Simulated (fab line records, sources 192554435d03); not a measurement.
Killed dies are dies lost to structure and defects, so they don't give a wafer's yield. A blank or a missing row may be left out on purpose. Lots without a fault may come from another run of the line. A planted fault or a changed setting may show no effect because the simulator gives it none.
fab line records | flow n5_finfet
record lots=13 wafers=32 last_day=17
route steps=1938 shown BEOL_M3@990 BEOL_M15@1814 PASSIVATION@1936
lots that met no fault: from a run of the same line without faults
start_h: hours from the record's first day to the start of the lot's first wafer shown | wait_h: hours since the lot's step before | " the same as in the row above | L1.1+2: a row that stands for several wafers | - no value, or no start given | * or withheld: withheld | < > ~ a bound
route shown NAME@n: a module of which the file shows steps, and the number in the route of the first | usual: mean/standard deviation of fault-free wafers | same: alike in all rows | chamber/n: place in a boat | sites: the reading at each site | _std_site: their standard deviation | _edge_site: outer sites' mean less inner sites' | radius_mm: how far each site lies from the wafer's centre | mask NAME#n: copy n | behind: the tool/chamber that last shaped the wafer | hold: why the lot was held/for how many hours/how that ended | device: the transistor (n, p or np) that didn't switch | end of line: the same wafers' tests at the end of the route | a step without rows: its recipe alone | killed: dies lost to structure and defects at the first sort, not the wafer's yield | map: a wafer's dies, x killed, . not, _ none there
set.NAME: the setting as run; set.NAME@STEP: as run at that earlier step | model.NAME: the simulator's own value behind a step, which no gauge read
steps of the route over a sample of lots; a table a step, a row a wafer
services: from which hour (start_h, from the record's first day; less than 0 if before it) a tool's chamber was out of use, for how many hours, and why
## steps
# step N5_BEOL_M3_PRE_CLEAN_45
# recipe gas=H2/He time_s=30 temp_c=250
# usual heater_power_w=340/32
# columns lot.wafer tool chamber start_h wait_h heater_power_w
L818.4 pvd_sputter-03 - 155.82 0.0 359
L818.5 " - " " 366
L818.6 " - " " 394
L820.3 pvd_sputter-02 - 170.69 0.0 303
L820.6 " - " " 329
L823.3 pvd_sputter-03 - 180.72 0.0 336
L823.5 " - " " 341
L824.1 pvd_sputter-02 - 186.61 0.0 292
L824.6 " - " " 299
L825.1 pvd_sputter-03 - 193.19 0.0 333
L825.3 " - " " 405
L826.4 pvd_sputter-03 - 202.68 0.0 343
L826.5 " - " " 339
L827.2 pvd_sputter-03 - 207.86 0.0 331
L827.3 " - " " 364
L827.6 " - " " 335
L830.5 pvd_sputter-02 - 227.97 0.0 291
L830.6 " - " " 303
L831.1 pvd_sputter-02 - 243.32 0.0 321
L831.5 " - " " 346
L834.2 pvd_sputter-03 - 250.99 0.0 343
L834.5 " - " " 379
L834.6 " - " " 340
L836.2 pvd_sputter-03 - 259.59 0.0 366
L836.3 " - " " 341
L836.4 " - " " 337
L838.2 pvd_sputter-02 - 269.44 0.0 329
L838.5 " - " " 352
L838.6 " - " " 320
L840.2 pvd_sputter-02 - 295.20 0.0 338
L840.4 " - " " 307
L840.6 " - " " 314
# step N5_BEOL_M15_ETCH_38
# recipe chemistry=CF4/N2 target=SiCN target_depth_a=1064 taper_deg=2 time_s=120.5 ion_energy_ev=150 mask_material=SiO2 pressure_mtorr=40 source_w=430 bias_w=70 Ar_flow_sccm=100 cf4_flow_sccm=60 n2_flow_sccm=60
# usual drypump_motor_current_A=5.6/0.5 n2_flow_sccm=60.00/0.18 oes_product_au=0.80/0.08 rf_fwd_power_W=428.4/1.3 rf_vpp_V=382.2/2.4 showerhead_plenum_p_Torr=2.20/0.099 throttle_valve_pct=15.47/0.21
# columns lot.wafer tool chamber start_h wait_h drypump_motor_current_A n2_flow_sccm oes_product_au rf_fwd_power_W rf_hours_counter_h rf_vpp_V showerhead_plenum_p_Torr throttle_valve_pct
L818.4 rie_diel-03 2 - - 5.3 60.24 0.80 427.1 - 380.3 2.13 15.50
L818.5 " 3 " " 6.5 59.96 0.67 429.8 - 380.0 2.08 15.62
L818.6 " 1 " " 5.1 59.94 0.83 428.7 - 385.3 2.33 15.20
L820.3 rie_diel-06 3 - - 4.8 59.85 0.81 424.4 123 382.8 2.19 15.47
L820.6 " 1 " " 5.4 59.96 0.78 428.6 - 385.3 2.31 15.39
L823.3 rie_diel-06 1 - - 5.4 60.12 0.79 427.9 130 385.7 2.31 15.40
L823.5 " 1 " " 5.4 60.01 0.78 427.1 - 383.1 2.31 15.40
L824.1 rie_diel-02 2 - - 5.7 60.11 0.80 430.3 111 380.4 2.12 15.40
L824.6 " 0 " " 5.7 59.95 0.71 426.9 - 378.5 2.04 15.82
L826.4 rie_diel-02 2 - - 5.7 59.63 0.79 430.5 115 380.8 2.12 15.40
L826.5 " 3 " " 6.0 59.87 0.86 429.2 - 381.9 2.27 15.23
L825.1 rie_diel-02 0 - - 5.7 59.93 0.70 429.0 180 378.6 2.04 15.83
L825.3 " 2 " " 5.6 60.06 0.78 429.6 116 381.5 2.12 15.41
L827.2 rie_diel-03 1 - - 5.1 60.10 0.81 428.3 76 385.0 2.33 15.21
L827.3 " 3 " " 6.5 59.98 0.96 427.4 9 386.7 2.34 15.09
L827.6 " 3 " " 6.5 60.00 0.95 426.7 - 385.5 2.34 15.10
L830.5 rie_diel-02 3 - - 6.0 59.92 0.86 428.9 - 382.5 2.27 15.23
L830.6 " 1 " " 5.5 59.83 0.87 429.9 - 381.4 2.16 15.41
L831.1 rie_diel-03 2 - - 5.3 59.57 0.77 428.0 103 382.0 2.13 15.56
L831.5 " 0 " " 5.9 60.18 0.66 429.7 - 383.5 2.27 15.54
L834.2 rie_diel-06 0 - - 6.2 60.02 0.94 428.8 14 386.0 2.35 15.54
L834.5 " 3 " " 4.7 60.00 0.79 426.2 - 383.0 2.18 15.51
L834.6 " 0 " " 6.3 60.29 0.93 429.9 - 385.0 2.35 15.54
L836.2 rie_diel-03 2 - - 5.2 59.95 0.77 428.0 107 379.1 2.12 15.58
L836.3 " 0 " " 5.9 59.95 0.66 429.0 243 384.3 2.27 15.56
L836.4 " 0 " " 5.9 60.03 0.67 427.3 - 383.5 2.27 15.56
L838.2 rie_diel-03 2 - - 5.3 60.04 0.77 427.5 113 379.5 2.12 15.59
L838.5 " 3 " " 6.4 59.63 0.90 430.9 - 386.2 2.34 15.15
L838.6 " 1 " " 5.0 60.09 0.79 429.2 - 383.9 2.32 15.26
L840.2 rie_diel-06 2 - - 4.7 60.15 0.86 426.6 37 380.6 2.17 15.41
L840.4 " 3 " " 4.8 60.03 0.77 426.0 156 381.5 2.18 15.54
L840.6 " 3 " " 4.7 60.14 0.79 427.1 - 383.2 2.18 15.55
# step N5_BEOL_M15_DEGAS_41
# recipe ambient=vacuum temp_c=300 time_s=60
# usual heater_power_w=483/44
# columns lot.wafer tool chamber start_h wait_h heater_power_w
L818.4 pvd_sputter-03 - 256.93 0.6 470
L818.5 " - " " 565
L818.6 " - " " 456
L820.3 pvd_sputter-01 - 271.36 0.7 423
L820.6 " - " " 448
L823.3 pvd_sputter-01 - 276.84 0.6 429
L823.5 " - " " 564
L824.1 pvd_sputter-03 - 287.66 0.3 473
L824.6 " - " " 565
L826.4 pvd_sputter-03 - 298.12 0.6 571
L826.5 " - " " 556
L825.1 pvd_sputter-02 - 299.79 0.3 449
L825.3 " - " " 427
L827.2 pvd_sputter-02 - 300.39 0.8 409
L827.3 " - " " 458
L827.6 " - " " 434
L830.5 pvd_sputter-02 - 331.08 0.3 410
L830.6 " - " " 481
L831.1 pvd_sputter-03 - 340.94 0.3 510
L831.5 " - " " 485
L834.2 pvd_sputter-03 - 347.70 0.8 477
L834.5 " - " " 522
L834.6 " - " " 483
L836.2 pvd_sputter-03 - 358.96 2.1 473
L836.3 " - " " 561
L836.4 " - " " 475
L838.2 pvd_sputter-03 - 369.03 0.2 552
L838.5 " - " " 467
L838.6 " - " " 472
L840.2 pvd_sputter-01 - 396.55 1.8 453
L840.4 " - " " 507
L840.6 " - " " 444
# step N5_BEOL_M15_PRE_CLEAN_42
# recipe gas=H2/He time_s=30 temp_c=300
# usual heater_power_w=483/45
# columns lot.wafer tool chamber start_h wait_h heater_power_w
L818.4 pvd_sputter-03 - 256.97 0.0 496
L818.5 " - " " 545
L818.6 " - " " 468
L820.3 pvd_sputter-01 - 271.40 0.0 406
L820.6 " - " " 445
L823.3 pvd_sputter-01 - 276.88 0.0 432
L823.5 " - " " 551
L824.1 pvd_sputter-03 - 287.70 0.0 462
L824.6 " - " " 561
L826.4 pvd_sputter-03 - 298.16 0.0 540
L826.5 " - " " 565
L825.1 pvd_sputter-02 - 299.83 0.0 453
L825.3 " - " " 422
L827.2 pvd_sputter-02 - 300.43 0.0 411
L827.3 " - " " 459
L827.6 " - " " 435
L830.5 pvd_sputter-02 - 331.12 0.0 411
L830.6 " - " " 485
L831.1 pvd_sputter-03 - 340.98 0.0 518
L831.5 " - " " 489
L834.2 pvd_sputter-03 - 347.74 0.0 475
L834.5 " - " " 524
L834.6 " - " " 484
L836.2 pvd_sputter-03 - 359.00 0.0 480
L836.3 " - " " 563
L836.4 " - " " 459
L838.2 pvd_sputter-03 - 369.07 0.0 546
L838.5 " - " " 470
L838.6 " - " " 482
L840.2 pvd_sputter-01 - 396.59 0.0 447
L840.4 " - " " 507
L840.6 " - " " 450
# step N5_PASSIVATION_PROBE_49
# usual defect_limited_yield=91.2/1.4 killed_at_M0_to_M3=32/9.3 killed_at_M4_up=14/4.9 killed_at_contacts=15/7.5 killed_at_front_end=40/11 killed_at_other=4/3.3 killed_dies=104/17 killed_on_rim=13/4.2 killed_open=68/14 killed_short=33/7.9 sort_bin_5_function=5.2/0.99 sort_bin_6_memory=3.2/0.65 sort_bin_8_speed=0.03/0.19 sort_n_pass=1076/17 sort_yield_pct=91.1/1.5
# same gross_dies=1180 killed_at_back_side=0 sort_bin_4_leakage[%]=0
# columns lot.wafer tool chamber start_h wait_h defect_limited_yield[%] killed_at_M0_to_M3 killed_at_M4_up killed_at_contacts killed_at_front_end killed_at_other killed_dies killed_on_rim killed_open killed_short sort_bin_5_function[%] sort_bin_6_memory[%] sort_bin_8_speed[%] sort_n_pass sort_yield_pct[%]
L820.3 prober-02 - 287.91 0.1 90.7 48 9 34 17 2 110 15 69 41 5.7 3.3 0 1070 90.7
L820.6 prober-02 - 288.06 0.3 92.0 29 13 14 36 2 94 12 57 37 4.6 3.3 0 1086 92.0
L826.4 prober-02 - 312.30 0.2 89.7 36 15 13 49 8 121 12 67 52 6.3 3.3 0 1059 89.7
L826.5 prober-02 - 312.35 0.2 88.9 32 14 26 46 13 131 14 82 41 7.1 3.7 0 1049 88.9
L831.1 prober-01 - 356.32 0.0 92.5 39 7 5 33 5 89 13 54 31 4.2 3.0 0 1091 92.5
L831.5 prober-01 - 356.52 0.2 92.8 32 14 9 30 0 85 9 52 31 4.0 3.1 0 1095 92.8
L834.2 prober-01 - 365.91 0.1 82.6 140 8 16 30 11 205 15 60 24 12.2 3.9 0 975 82.6
L834.5 prober-01 - 366.06 0.2 81.2 94 13 14 42 59 222 81 60 31 14.2 3.0 0 958 81.2
L834.6 prober-01 - 366.11 0.3 81.6 133 14 19 49 2 217 11 79 34 11.9 4.8 0 963 81.6
L836.2 prober-02 - 374.98 0.1 86.0 94 6 17 45 3 165 24 75 18 8.8 3.9 0 1015 86.0
L836.3 prober-02 - 375.03 0.1 84.8 125 13 1 38 2 179 8 52 20 10.0 3.6 0 1001 84.8
L836.4 prober-02 - 375.08 0.2 83.5 129 9 6 50 1 195 18 66 18 11.5 3.6 0 985 83.5
L838.2 prober-02 - 384.68 0.1 91.4 32 7 13 48 2 102 11 62 30 4.7 3.0 0 1078 91.4
L838.5 prober-02 - 384.83 0.2 90.2 18 21 11 64 2 116 11 82 33 5.0 4.7 0 1064 90.2
L838.6 prober-02 - 384.88 0.3 92.5 20 9 12 43 4 88 9 65 21 4.7 2.6 0 1092 92.5
# killed by level:class
L820.3 MOL_CONTACT_COAG:geometric_particle:open=29 BEOL_M0_SAQP:geometric_particle:open=16 BEOL_M0_SAQP:geometric_particle:short=15 MOL_CONTACT_COAG:geometric_particle:short=5 FIN_SAQP:geometric_particle:short=4 BEOL_M1:geometric_particle:short=4 BEOL_M2:geometric_particle:open=4 FIN_SAQP:geometric_particle:open=3
L820.6 MOL_CONTACT_COAG:geometric_particle:open=13 FIN_SAQP:geometric_particle:open=8 BEOL_M1:geometric_particle:short=8 GATE_CUT:geometric_particle:short=6 BEOL_M0_SAQP:geometric_particle:open=6 GATE_CUT:geometric_particle:open=5 BEOL_M2:geometric_particle:open=5 STARTING-WAFER:geometric_particle:short=5
L826.4 FIN_SAQP:geometric_particle:short=18 MOL_CONTACT_COAG:geometric_particle:open=9 BEOL_M3:geometric_particle:open=9 BEOL_M0_SAQP:geometric_particle:short=8 BEOL_M1:geometric_particle:open=7 FIN_SAQP:geometric_particle:open=6 DUMMY_GATE:geometric_particle:open=6 STI_FIN_REVEAL:geometric_particle:open=4
L826.5 MOL_CONTACT_COAG:geometric_particle:open=16 DUMMY_GATE:geometric_particle:open=11 FIN_SAQP:geometric_particle:open=8 FIN_SAQP:geometric_particle:short=7 BEOL_M0_SAQP:geometric_particle:short=7 MOL_CONTACT_COAG:area_etch=7 BEOL_M3:geometric_particle:open=6 BEOL_M0_SAQP:geometric_particle:open=6
L831.1 BEOL_M1:geometric_particle:open=14 FIN_SAQP:geometric_particle:short=8 BEOL_M2:geometric_particle:open=6 DUMMY_GATE:geometric_particle:open=4 MOL_CONTACT_COAG:geometric_particle:open=4 BEOL_M0_SAQP:geometric_particle:open=4 BEOL_M3:geometric_particle:open=4 STARTING-WAFER:geometric_particle:short=4
L831.5 MOL_CONTACT_COAG:geometric_particle:open=8 BEOL_M0_SAQP:geometric_particle:short=8 BEOL_M1:geometric_particle:open=8 STI_FIN_REVEAL:geometric_particle:open=7 BEOL_M0_SAQP:geometric_particle:open=6 BEOL_M2:geometric_particle:open=6 FIN_SAQP:geometric_particle:short=5 BEOL_M5:geometric_particle:short=5
L834.2 BEOL_M3:unspecified=112 MOL_CONTACT_COAG:geometric_particle:open=11 PASSIVATION:area_etch=9 BEOL_M3:geometric_particle:open=7 STI_FIN_REVEAL:geometric_particle:open=6 MOL_CONTACT_COAG:geometric_particle:short=5 BEOL_M0_SAQP:geometric_particle:open=5 BEOL_M1:geometric_particle:open=5
L834.5 BEOL_M3:unspecified=73 PASSIVATION:area_etch=57 STI_FIN_REVEAL:geometric_particle:open=12 MOL_CONTACT_COAG:geometric_particle:open=11 BEOL_M0_SAQP:geometric_particle:open=9 BEOL_M4:geometric_particle:open=9 GATE_CUT:geometric_particle:short=7 DUMMY_GATE:geometric_particle:open=6
L834.6 BEOL_M3:unspecified=103 MOL_CONTACT_COAG:geometric_particle:open=15 STI_FIN_REVEAL:geometric_particle:open=13 BEOL_M3:geometric_particle:open=11 FIN_SAQP:geometric_particle:open=6 GATE_CUT:geometric_particle:short=6 DUMMY_GATE:geometric_particle:open=6 BEOL_M0_SAQP:geometric_particle:open=6
L836.2 BEOL_M3:unspecified=72 FIN_SAQP:geometric_particle:open=13 STI_FIN_REVEAL:geometric_particle:open=12 MOL_CONTACT_COAG:geometric_particle:open=10 MOL_CONTACT_COAG:geometric_particle:short=7 DUMMY_GATE:geometric_particle:open=6 BEOL_M2:geometric_particle:open=6 BEOL_M1:geometric_particle:open=4
L836.3 BEOL_M3:unspecified=104 FIN_SAQP:geometric_particle:open=9 DUMMY_GATE:geometric_particle:open=6 DUMMY_GATE:geometric_particle:short=4 GATE_CUT:geometric_particle:short=4 BEOL_M0_SAQP:geometric_particle:open=4 BEOL_M1:geometric_particle:open=4 BEOL_M4:geometric_particle:open=4
L836.4 BEOL_M3:unspecified=107 FIN_SAQP:geometric_particle:open=11 DUMMY_GATE:geometric_particle:open=10 BEOL_M3:geometric_particle:open=8 STI_FIN_REVEAL:geometric_particle:open=6 MOL_CONTACT_COAG:geometric_particle:open=6 FIN_SAQP:geometric_particle:short=4 GATE_CUT:geometric_particle:open=4
L838.2 FIN_SAQP:geometric_particle:open=16 MOL_CONTACT_COAG:geometric_particle:open=11 BEOL_M1:geometric_particle:open=7 HKMG_FIN:area_etch=7 BEOL_M0_SAQP:geometric_particle:short=6 BEOL_M3:geometric_particle:open=5 FIN_SAQP:geometric_particle:short=4 STI_FIN_REVEAL:geometric_particle:open=4
L838.5 FIN_SAQP:geometric_particle:open=11 STI_FIN_REVEAL:geometric_particle:open=11 MOL_CONTACT_COAG:geometric_particle:open=10 BEOL_M4:geometric_particle:open=9 DUMMY_GATE:geometric_particle:open=6 STI_FIN_REVEAL:geometric_particle:short=6 BEOL_M3:geometric_particle:open=6 FIN_SAQP:geometric_particle:short=5
L838.6 STI_FIN_REVEAL:geometric_particle:open=15 FIN_SAQP:geometric_particle:open=10 MOL_CONTACT_COAG:geometric_particle:open=10 BEOL_M3:geometric_particle:open=7 BEOL_M4:geometric_particle:open=5 ILD0:geometric_particle:short=4 ILD0:geometric_particle:open=3 BEOL_M1:geometric_particle:open=3
## services
# columns tool chamber start_h hours kind
rie_diel-06 0 163.38 9.6 repair
rie_diel-03 3 257.80 - clean
rie_diel-03 3 257.80 - consumable_replace:focus_ring
rie_diel-03 3 257.80 - consumable_replace:showerhead
rie_diel-06 2 262.16 - clean
rie_diel-06 2 262.16 - consumable_replace:focus_ring
rie_diel-06 2 262.16 25.1 scheduled_down
rie_diel-06 2 262.16 25.1 vent_cycle
rie_diel-03 0 274.83 3.8 repair
rie_diel-06 3 276.39 6.5 repair
rie_diel-02 3 277.39 11.6 repair
rie_diel-06 3 289.56 18.8 repair
rie_diel-02 3 297.64 18.1 repair
rie_diel-02 1 303.65 4.8 repair
rie_diel-06 1 313.27 20.2 repair
rie_diel-02 0 320.60 12.9 repair
rie_diel-03 2 336.02 2.5 repair
rie_diel-03 1 354.76 13.3 repair
rie_diel-03 0 362.06 14.1 repair
rie_diel-02 2 380.92 7.2 repair
rie_diel-03 0 391.20 - clean
rie_diel-03 0 391.20 - consumable_replace:focus_ring
rie_diel-03 0 391.20 13.9 scheduled_down
rie_diel-03 0 391.20 13.9 vent_cycle
## key
first_sign step=N5_PASSIVATION_PROBE_49 reading=killed_at_M0_to_M3 direction=up sigmas=9.4 usual=32 struck=119
effect step=N5_PASSIVATION_PROBE_49 reading=defect_limited_yield direction=down sigmas=5.5 usual=91.2 struck=83.3
more_kills_born_at N5_BEOL_M3_PRE_CLEAN_45@pvd_sputter-03=571
met_at N5_BEOL_M3_PRE_CLEAN_45
struck_lots L834,L836
baseline_loss step=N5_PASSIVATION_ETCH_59 wafers=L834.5
not_acting_at N5_BEOL_M15_ETCH_38,N5_BEOL_M15_DEGAS_41,N5_BEOL_M15_PRE_CLEAN_42
onset_between 207.86 250.99
fault kind=chamber_particle_source tool=pvd_sputter-03 chamber=- onset_h=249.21 steps=N5_BEOL_M3_PRE_CLEAN_45 rate_per_visit_cm2=0.50405 end_h=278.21
# baseline_loss: these wafers lose ten dies or more at that step, a loss of the line's own and not of a fault; the sort's usual values leave them out
